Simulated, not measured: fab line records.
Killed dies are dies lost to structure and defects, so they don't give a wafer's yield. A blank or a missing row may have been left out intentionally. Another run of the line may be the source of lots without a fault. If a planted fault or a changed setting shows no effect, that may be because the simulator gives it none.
Problem report in the 8D (eight disciplines) form, filled by code    flow nand harc    the parts of the form that need people (team, actions taken, sign-off) are left out

== 1. THE ISSUE ==
NHARC_END_SORT_01, killed dies: mean 677 over 1 wafer from 1 lot; wafers with no fault: 59, standard deviation 15. Relative to the usual mean, that is a shift of +41 standard deviations.
First seen on wafer L428.3, day 30 01:49, on prober-01. At this step, 6 wafers from 2 lots have a number in the record. Rule for "out", or "out of limits": more than 4 standard deviations from the usual mean. The other wafers with a number count as sound.

== 2. WHAT THIS IS AND IS NOT ==
question                     is                            is not
which readings at this step  killed dies, killed at array  killed at other, killed at periphery, killed open
which lots                   L428                          L431
which wafers of those lots   L428.3                        L428.1, L428.4
read on which gauges         prober-01                     prober-02
when                         from day 30 01:49             up to then (3 sound wafers); but 2 sound wafers of L428, L431 came after

== 3. THE SUSPECTS, EACH WITH WHAT RULES IT OUT ==
Counting: a tool at a process step up to the reading stays a suspect if it ran every lot that is out. Sound lots after the first of them don't rule it out here, since some wafers of a struck lot are sound.
- the gauge at NHARC_END_SORT_01: kept. All the wafers that are out were read on prober-01, and no step on other tools shows them out.
- rie metal-03 at NHARC_A_WL_FILL_ETCHBACK_05 (etches the open film in Cl2/BCl3, target depth 22 nm, time 60 s): kept. It ran the lot that is out, L428 (day 25 12:58).
- ald metal-02 at NHARC_A_WL_FILL_ALD_19 (deposits TiN, target thk 2 nm, pulse time 3 s, ald cycles 100): kept. It ran the lot that is out, L428 (day 26 06:43).
- cmp-03 at NHARC_A_WL_FILL_CMP_12 (polishes, t overpolish 30 s, target thk 100 nm): kept. It ran the lot that is out, L428 (day 26 07:05).
- Within rie metal-03 at NHARC_A_WL_FILL_ETCHBACK_05: the wafers that are out ran in chamber 1; their sound lot-mates ran in chamber 0.
- At NHARC_A_WL_FILL_ALD_19, inside ald metal-02: chamber 0 took the wafers that are out, while their sound lot-mates went through chambers 1, 3.
- At NHARC_A_WL_FILL_CMP_12, inside cmp-03: chamber 3 took the wafers that are out, while their sound lot-mates went through chambers 0, 1.
Left after counting: rie metal-03 at NHARC_A_WL_FILL_ETCHBACK_05, ald metal-02 at NHARC_A_WL_FILL_ALD_19, cmp-03 at NHARC_A_WL_FILL_CMP_12, prober-01 at NHARC_END_SORT_01.

== 4. THE CAUSE (what the simulator had put in) ==
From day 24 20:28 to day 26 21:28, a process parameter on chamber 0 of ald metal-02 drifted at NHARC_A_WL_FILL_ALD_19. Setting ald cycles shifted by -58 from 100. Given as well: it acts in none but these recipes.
This tool is one of the 4 suspects left after counting.

== 5. SEQUENCE OF EFFECTS, ordered by route ==
Each row: a reading where the mean over the struck wafers with a number is more than 3 standard deviations away from the usual. Readings are gone through only where the record gives a usual standard deviation; hours: the median, over the lots, of the time from a lot's start at the first step in this table giving one to that lot's start at this step; sigmas: the change measured in usual standard deviations.
hours  step               reading          usual  on struck wafers  change  sigmas
0      NHARC_END_SORT_01  killed at array  55     672               +617    +41
0      NHARC_END_SORT_01  killed dies      59     677               +618    +41

== 6. HOW IT WOULD HAVE BEEN CAUGHT EARLIER ==
In this record the first reading out of limits at a measuring or inspecting step was taken at day 30 01:49, 125 hours after the fault began at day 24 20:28.
Of the tool readings at NHARC_A_WL_FILL_ALD_19 for which the record gives a usual standard deviation, none was out on any struck wafer, so an alarm limit of 4 standard deviations on them would not have fired.
By day 30 01:49, every lot that is out (1) had started NHARC_A_WL_FILL_ALD_19 on ald metal-02. Tool hold at that time: it would have spared none of them.
